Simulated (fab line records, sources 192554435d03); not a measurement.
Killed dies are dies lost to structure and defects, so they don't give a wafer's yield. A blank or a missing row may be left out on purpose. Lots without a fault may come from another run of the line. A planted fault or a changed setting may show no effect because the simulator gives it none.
fab line records | flow n5_finfet
record lots=7 wafers=39
route steps=1938 shown BEOL_M13@1706
start_h: hours from the record's first day to the start of the lot's first wafer shown | wait_h: hours since the lot's step before | " the same as in the row above | L1.1+2: a row that stands for several wafers | - no value, or no start given | * or withheld: withheld | < > ~ a bound
route shown NAME@n: a module of which the file shows steps, and the number in the route of the first | usual: mean/standard deviation of fault-free wafers | same: alike in all rows | chamber/n: place in a boat | sites: the reading at each site | _std_site: their standard deviation | _edge_site: outer sites' mean less inner sites' | radius_mm: how far each site lies from the wafer's centre | mask NAME#n: copy n | behind: the tool/chamber that last shaped the wafer | hold: why the lot was held/for how many hours/how that ended | device: the transistor (n, p or np) that didn't switch | end of line: the same wafers' tests at the end of the route | a step without rows: its recipe alone | killed: dies lost to structure and defects at the first sort, not the wafer's yield | map: a wafer's dies, x killed, . not, _ none there
set.NAME: the setting as run; set.NAME@STEP: as run at that earlier step | model.NAME: the simulator's own value behind a step, which no gauge read
lots whose settings were changed on purpose; a table a step, a row a wafer
## steps
# step N5_BEOL_M13_SPUTTER_44
# recipe material=Ta target_thk_a=100 temp_c=50 bias_v=80 power_w=15000 chamber_pressure_pa=0.07 time_s=16.13
# columns lot.wafer tool chamber start_h wait_h set.target_thk_a model.Ta_of_BEOL_M13_SPUTTER_44.thk_nm
L074.1+2+4 pvd_sputter-03 - 228.31 0.0 78.59 7.8
L074.3+6 " - " " 100 10
L074.5 " - " " 100 9.8
L075.1 pvd_sputter-01 - 243.13 0.0 100 9.8
L075.2+6 " - " " 100 9.6
L075.3+4+5 " - " " 100 10
L076.1+5 pvd_sputter-02 - 246.81 0.0 100 10
L076.2+6 " - " " 62.57 6
L076.3 " - " " 62.57 6.2
L076.4 " - " " 100 9.8
L077.1 pvd_sputter-02 - 260.12 0.0 100 9.8
L077.2 " - " " 40.53 4.2
L077.3+6 " - " " 100 10
L077.4+5 " - " " 40.53 4
L088.1+5 pvd_sputter-01 - 320.64 0.0 100 10
L088.2+6 " - " " 100 9.8
L088.3 " - " " 100 9.4
L088.4 " - " " 100 10.2
L090.1 pvd_sputter-02 - 341.64 0.0 100 10.2
L090.2 " - " " 100 9.8
L090.3+5 " - " " 129.7 13.2
L090.4 " - " " 129.7 13.4
L090.6 " - " " 100 10
L092.4 pvd_sputter-01 - 343.09 0.0 100 10.2
L092.5+6 " - " " 100 10
# step N5_BEOL_M13_SPUTTER_45
# recipe material=Cu target_thk_a=800 temp_c=-20 bias_v=60 power_w=26000 chamber_pressure_pa=0.13 time_s=13.33
# step N5_BEOL_M13_ECD_47
# recipe material=Cu target_thk_a=9360
# step N5_BEOL_M13_ANNEAL_48
# recipe temp_c=225 time_s=90 ambient=N2
# step N5_BEOL_M13_CMP_49
# recipe stop_on=SiOC t_overpolish_s=17.1 down_force_psi=1 platen_rpm=50 clearing_platen_down_force_psi=1.5 clearing_platen_rpm=50 post_cmp_clean=cu_alkaline target_thk_nm=420 clearing_platen_pad_velocity_m_s=0.99484 pad_velocity_m_s=0.99484
# usual barrier_field_endpoint_s=30.4/0.96
# columns lot.wafer tool chamber start_h wait_h set.target_thk_a@BEOL_M13_SPUTTER_44 barrier_field_endpoint_s
L074.4 cmp-01 1 229.22 0.1 78.59 27.3
L074.3 " 2 " " 100 30.0
L074.1 " 3 " " 78.59 28.7
L074.2 " 0 " " 78.59 26.8
L074.6 " 1 " " 100 30.6
L074.5 " 2 " " 100 29.7
L075.4 cmp-04 0 243.78 0.1 100 29.1
L075.1 " 1 " " 100 30.6
L075.3 " 2 " " 100 31.5
L075.2 " 3 " " 100 29.1
L075.6 " 0 " " 100 28.0
L075.5 " 1 " " 100 31.3
L076.1 cmp-02 2 247.55 0.3 100 29.3
L076.2 " 3 " " 62.57 24.2
L076.4 " 0 " " 100 30.1
L076.3 " 1 " " 62.57 25.9
L076.6 " 2 " " 62.57 24.8
L076.5 " 3 " " 100 29.6
L077.1 cmp-04 0 260.78 0.3 100 28.8
L077.2 " 1 " " 40.53 24.3
L077.4 " 2 " " 40.53 23.4
L077.3 " 3 " " 100 29.8
L077.5 " 0 " " 40.53 22.3
L077.6 " 1 " " 100 30.9
L088.3 cmp-01 0 321.92 0.3 100 28.9
L088.4 " 1 " " 100 31.4
L088.1 " 2 " " 100 31.5
L088.2 " 3 " " 100 31.7
L088.6 " 0 " " 100 29.4
L088.5 " 1 " " 100 31.2
L090.3 cmp-02 3 342.29 0.2 129.7 33.5
L090.1 " 0 " " 100 31.1
L090.2 " 1 " " 100 30.5
L090.4 " 2 " " 129.7 34.6
L090.5 " 3 " " 129.7 33.5
L090.6 " 0 " " 100 30.4
L092.4 cmp-02 2 345.73 0.2 100 31.2
L092.5 " 1 " " 100 31.1
L092.6 " 2 " " 100 30.6
## key
split step=N5_BEOL_M13_SPUTTER_44 setting=target_thk_a stated=100 by=wafer
response step=N5_BEOL_M13_SPUTTER_44 reading=model.Ta_of_BEOL_M13_SPUTTER_44.thk_nm change=+0.101 per=1% r=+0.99
response step=N5_BEOL_M13_CMP_49 reading=barrier_field_endpoint_s change=+0.113 per=1% r=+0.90
